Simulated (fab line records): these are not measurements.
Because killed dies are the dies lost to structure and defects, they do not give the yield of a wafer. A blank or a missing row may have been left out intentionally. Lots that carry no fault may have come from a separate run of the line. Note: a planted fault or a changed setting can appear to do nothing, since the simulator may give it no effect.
Split-lot trial / flow n5 finfet / route with 1938 steps; 7 lots, 21 wafers read

## ON THE SPLIT
At N5_ZERO_LAYER_EXPOSE_08 (exposes mask ZERO, defocus 0 nm, target cd 2000 nm), the setting dose mj was moved away from the recipe's 16.2 on 6 of the 21 wafers read, by -4.7% to +6.5%. For the rest of the wafers, this setting stayed at what the recipe calls for.

## FROM THE SPLIT TO THE READING: what the file shows between them, 3 steps
- N5_ZERO_LAYER_PEB_09
- N5_ZERO_LAYER_DEVELOP_10: develop time 60 s
- N5_ZERO_LAYER_HARDBAKE_23: time 120 s

## THE READING
Shown in nm: cd nm at N5_ZERO_LAYER_CD_MEAS_11, with target cd 2000 nm. Typical for fault-free wafers on this fab line: 1999.9 nm, with standard deviation 2 nm.

wafer=L074.2; tool, chamber at the split=krf scanner-01, 0; dose mj as run=16.2; against the recipe=recipe; cd nm, nm=1998.2; against lot-mates on the recipe=-
wafer=L074.5; tool, chamber at the split=krf scanner-01, 0; dose mj as run=16.2; against the recipe=recipe; cd nm, nm=1999.4; against lot-mates on the recipe=-
wafer=L074.6; tool, chamber at the split=krf scanner-01, 0; dose mj as run=17.16; against the recipe=+5.9%; cd nm, nm=2007.9; against lot-mates on the recipe=+9.1
wafer=L077.1; tool, chamber at the split=krf scanner-02, 0; dose mj as run=16.2; against the recipe=recipe; cd nm, nm=1999.2; against lot-mates on the recipe=-
wafer=L077.4; tool, chamber at the split=krf scanner-02, 0; dose mj as run=16.2; against the recipe=recipe; cd nm, nm=2000.4; against lot-mates on the recipe=-
wafer=L077.5; tool, chamber at the split=krf scanner-02, 0; dose mj as run=16.2; against the recipe=recipe; cd nm, nm=1998.2; against lot-mates on the recipe=-
wafer=L080.2; tool, chamber at the split=krf scanner-02, 0; dose mj as run=16.2; against the recipe=recipe; cd nm, nm=2000.8; against lot-mates on the recipe=-
wafer=L080.5; tool, chamber at the split=krf scanner-02, 0; dose mj as run=15.44; against the recipe=-4.7%; cd nm, nm=1990.4; against lot-mates on the recipe=-10.4
wafer=L080.6; tool, chamber at the split=krf scanner-02, 0; dose mj as run=15.44; against the recipe=-4.7%; cd nm, nm=1990.7; against lot-mates on the recipe=-10.1
wafer=L085.1; tool, chamber at the split=krf scanner-02, 0; dose mj as run=16.93; against the recipe=+4.5%; cd nm, nm=2009.6; against lot-mates on the recipe=+8.0
wafer=L085.4; tool, chamber at the split=krf scanner-02, 0; dose mj as run=16.2; against the recipe=recipe; cd nm, nm=2001.6; against lot-mates on the recipe=-
wafer=L085.5; tool, chamber at the split=krf scanner-02, 0; dose mj as run=16.93; against the recipe=+4.5%; cd nm, nm=2007.5; against lot-mates on the recipe=+5.9
wafer=L087.2; tool, chamber at the split=krf scanner-02, 0; dose mj as run=16.2; against the recipe=recipe; cd nm, nm=2001.6; against lot-mates on the recipe=-
wafer=L087.3; tool, chamber at the split=krf scanner-02, 0; dose mj as run=16.2; against the recipe=recipe; cd nm, nm=2000.9; against lot-mates on the recipe=-
wafer=L087.6; tool, chamber at the split=krf scanner-02, 0; dose mj as run=16.2; against the recipe=recipe; cd nm, nm=1999.7; against lot-mates on the recipe=-
wafer=L091.1; tool, chamber at the split=krf scanner-02, 0; dose mj as run=16.2; against the recipe=recipe; cd nm, nm=2003.4; against lot-mates on the recipe=-
wafer=L091.3; tool, chamber at the split=krf scanner-02, 0; dose mj as run=16.2; against the recipe=recipe; cd nm, nm=1999.9; against lot-mates on the recipe=-
wafer=L091.6; tool, chamber at the split=krf scanner-02, 0; dose mj as run=17.25; against the recipe=+6.5%; cd nm, nm=2011.8; against lot-mates on the recipe=+10.1
wafer=L095.1; tool, chamber at the split=krf scanner-01, 0; dose mj as run=16.2; against the recipe=recipe; cd nm, nm=1998.8; against lot-mates on the recipe=-
wafer=L095.4; tool, chamber at the split=krf scanner-01, 0; dose mj as run=16.2; against the recipe=recipe; cd nm, nm=2001.1; against lot-mates on the recipe=-
wafer=L095.5; tool, chamber at the split=krf scanner-01, 0; dose mj as run=16.2; against the recipe=recipe; cd nm, nm=2001.5; against lot-mates on the recipe=-

FIT RESULTS
A straight line over all 21 wafers: cd nm changes by +1.78 nm for each +1% of dose mj; r = +0.96; the points scatter about the line by 1.5 nm.
The same after taking each lot's own level away (the mean of its wafers on the recipe; 21 wafers): +1.75 nm for each +1%; r = +0.97; scatter 1.2 nm.
On that fit, the largest move of dose mj shifts the reading by 11 nm.
The span of the lots' own levels, 1998.80 to 2001.65 nm, comes to 1.4 times the standard deviation stated above.
Hence the lot-to-lot level has little effect on the slope; both slopes agree.
Check: for one of the wafers moved furthest among these (+6.5%), held out of the fit, the line's prediction against its lot-mates is +11.3 nm. It came out at +10.1 nm against them.

## OTHER SPLITS APPLIED TO THESE WAFERS
Note: prior to the reading, these wafers also went through further splits. Each is held against what the fit with the lots' levels taken away leaves over:
other split on the same wafers=N5_ZERO_LAYER_PECVD_02 time s; wafers away from the commonest value=7; r with cd nm (lot level and that fit taken away)=-0.11

## THE WHOLE CHAIN: every reading that the file lists as answering this split, in the file's order
step=N5_ZERO_LAYER_CD_MEAS_11; what it does=target cd 2000 nm; reading=cd nm; change (the file's fit)=+1.67 nm for each +1% of the setting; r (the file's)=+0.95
step=N5_ZERO_LAYER_DESCUM_16; what it does=chemistry O2, time 7.9 s; reading=ZERO_LAYER.cd nm (the simulator's own value, which no gauge read); change (the file's fit)=+1.66 nm for each +1% of the setting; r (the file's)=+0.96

## FILE'S OWN FIT
cd nm changes by +1.67 nm for each +1% of dose mj, r = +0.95.
